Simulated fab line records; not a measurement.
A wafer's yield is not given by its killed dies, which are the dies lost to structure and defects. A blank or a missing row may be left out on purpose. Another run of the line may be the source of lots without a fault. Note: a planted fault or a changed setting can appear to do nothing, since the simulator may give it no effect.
Chamber matching / flow n5_finfet / 3 sister chambers for N5_BEOL_M9_CURE_71 on uv_cure-03
The step cures SiCOH lowk, time 240 s. 3 wafers are shown with their chamber, then 8 later ones without.

## WAFERS, EACH WITH ITS CHAMBER
wafer=L075.5 chamber=2 wafer_temp_C_max=386.0
wafer=L088.6 chamber=0 wafer_temp_C_max=386.6
wafer=L090.1 chamber=1 wafer_temp_C_max=386.4

## WAFERS WITHOUT THEIR CHAMBER
wafer=L090.3 wafer_temp_C_max=386.5
wafer=L090.5 wafer_temp_C_max=386.0
wafer=L094.1 wafer_temp_C_max=386.3
wafer=L094.2 wafer_temp_C_max=386.9
wafer=L094.5 wafer_temp_C_max=386.3
wafer=L097.1 wafer_temp_C_max=386.5
wafer=L097.3 wafer_temp_C_max=386.3
wafer=L097.6 wafer_temp_C_max=386.1

## EACH ONE'S CHAMBER
wafer=L090.3; from the rows above=can't be placed: 0 or 1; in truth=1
wafer=L090.5; from the rows above=2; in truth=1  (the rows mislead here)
wafer=L094.1; from the rows above=can't be placed: 1 or 0 or 2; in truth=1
wafer=L094.2; from the rows above=can't be placed: 0 or 1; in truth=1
wafer=L094.5; from the rows above=can't be placed: 1 or 0 or 2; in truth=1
wafer=L097.1; from the rows above=can't be placed: 0 or 1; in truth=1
wafer=L097.3; from the rows above=can't be placed: 1 or 0 or 2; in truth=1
wafer=L097.6; from the rows above=can't be placed: 2 or 1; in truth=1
0 of 8 placed correctly. Not placeable from these rows: 7 (in 7, the candidates include the true chamber). Placed wrongly: 1.
How it was worked out, from the rows above alone: a wafer's distance from a chamber is the root of the sum, over the readings, of the square of ((its reading less the chamber's mean) divided by the reading's scatter). If the next closest chamber is less than 2 further off than the closest, the wafer can't be placed; otherwise it belongs to the closest. Each chamber's mean is taken over the wafers shown for it. The scatter (one wafer shown for each chamber): square how far every hidden wafer sits from the nearest shown wafer, average those squares and take the square root.
